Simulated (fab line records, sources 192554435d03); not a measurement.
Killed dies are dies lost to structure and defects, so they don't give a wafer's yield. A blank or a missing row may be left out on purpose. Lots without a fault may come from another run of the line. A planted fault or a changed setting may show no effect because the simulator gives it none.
Chamber matching | flow n5_finfet | N5_DUMMY_REMOVAL_HM_STRIP_01 on rie_diel-05: 4 sister chambers
The step strips SiNx in CH3F/O2, stops on poly-Si, target depth 4 nm, time 6.8 s. 8 wafers are shown with their chamber, then 7 later ones without.

WAFERS WITH THEIR CHAMBER
wafer  | chamber | showerhead_plenum_p_Torr (Torr) | oes_product_au (a.u.)
L336.2 | 2       | 2.02                            | 0.67
L346.5 | 2       | 2.01                            | 0.65
L348.5 | 0       | 2.05                            | 0.81
L350.3 | 1       | 1.95                            | 0.64
L350.4 | 0       | 2.05                            | 0.79
L350.5 | 3       | 2.05                            | 0.58
L351.2 | 1       | 1.95                            | 0.65
L351.3 | 3       | 2.05                            | 0.58

WAFERS WITHOUT THEIR CHAMBER
wafer  | showerhead_plenum_p_Torr (Torr) | oes_product_au (a.u.)
L351.6 | 1.95                            | 0.64
L356.2 | 2.04                            | 0.75
L356.5 | 2.04                            | 0.57
L356.6 | 2.04                            | 0.75
L357.1 | 2.04                            | 0.57
L357.4 | 2.04                            | 0.74
L357.6 | 2.04                            | 0.75

WHICH CHAMBER EACH WENT THROUGH
wafer  | from the rows above | in truth
L351.6 | 1                   | 1
L356.2 | 0                   | 0
L356.5 | 3                   | 3
L356.6 | 0                   | 0
L357.1 | 3                   | 3
L357.4 | 0                   | 0
L357.6 | 0                   | 0
Placed correctly: 7 of 7. Can't be placed from these rows: 0. Placed wrongly: 0.
How it was worked out, from the rows above alone: a wafer's distance from a chamber is the root of the sum, over the readings, of the square of ((its reading less the chamber's mean) divided by the reading's scatter). The wafer belongs to the nearest chamber; if the next one is less than 2 further off, it can't be placed. A chamber's mean is the mean of its shown wafers. The scatter: the root of (the sum of the squares of (reading less its chamber's mean) over the shown wafers, divided by (wafers less chambers)).
